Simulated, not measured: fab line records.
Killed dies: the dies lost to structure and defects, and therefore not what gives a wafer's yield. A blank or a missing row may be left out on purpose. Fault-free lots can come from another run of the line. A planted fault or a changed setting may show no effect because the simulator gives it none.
A struck lot beside a sound one || flow nand harc || 14 out of 1302 route steps
Sound: wafers L870.1, L870.3, L870.5. Wafers L872.2, L872.4, L872.6 were the ones struck. At the end, the cause is stated.
For every step that has rows: the tool of each side, followed by ch and its chambers, followed by its first start. Under that, the readings that differ: sound wafers || struck wafers || difference of the means || sigmas: that difference in standard deviations of wafers without a fault.
alike: readings whose means differ by less than 2 such deviations, and words and numbers that are the same on both sides. not compared: withheld readings, readings that some wafer has no value for, bounds like >300 that may hide the same value, and numbers for which the record gives no deviation and whose values overlap.
Wherever a step has rows on one side only, a row that says differs or no value, or a row with sigmas, the two part there. Numbers that have no deviation but don't overlap get no sigmas and don't part them. Lack of a reading on every wafer of one side parts them only where that side has two or more wafers.

NHARC_P_BONDPAD_ACTIVATE_29: chemistry N2, time 60 s.
  sound on rie diel-10 ch 0,2, day 9 16:23; struck on rie diel-10 ch 0,1,3, day 10 15:23
  alike: drypump motor current A, oes product au, rf vpp V, showerhead plenum p Torr
  not compared: rf hours counter h
then, 2 steps without rows for these wafers: NHARC_P_BONDPAD_PRECLEAN_30 (cleans in DIW, time 300 s); NHARC_P_BONDPAD_SRD_31 (time 30 s, dry time 20 s).
NHARC_A_START_INSPECT_01:
  sound on defect inspect-01 at day 9 16:48; struck on defect inspect-02 at day 10 15:47
  alike: raw defect count
then, 8 steps without rows for these wafers: NHARC_A_ZERO_WELL_PRECLEAN_00 (cleans in SPM, time 600 s); NHARC_A_ZERO_WELL_SRD_01; NHARC_A_ZERO_WELL_DEHYDRATE_02 (time 120 s); NHARC_A_ZERO_WELL_HMDS_03 (time 30 s); NHARC_A_ZERO_WELL_COAT_18 (time 65 s); NHARC_A_ZERO_WELL_COAT_04 (resist thk 600 nm); NHARC_A_ZERO_WELL_SOFTBAKE_05 (time 70 s); NHARC_A_ZERO_WELL_EBR_06.
NHARC_A_ZERO_WELL_EXPOSE_07: exposes mask A ZERO.
  struck on krf scanner-01, day 10 16:28; sound on krf scanner-04 ch 0, day 9 17:29
  no value came back on the struck wafers for exposure dose mJ cm2, focus offset nm (nm), na, reticle temp C (C); on the sound wafers exposure dose mJ cm2 reads 33.81 33.76 33.80
  alike: mask
then, 1 step without rows for these wafers: NHARC_A_ZERO_WELL_PEB_08 (peb time 80 s).

WHERE THEY PART
At NHARC_A_ZERO_WELL_EXPOSE_07 and nowhere else, as far as this record goes.

WHY: what the simulator had put in
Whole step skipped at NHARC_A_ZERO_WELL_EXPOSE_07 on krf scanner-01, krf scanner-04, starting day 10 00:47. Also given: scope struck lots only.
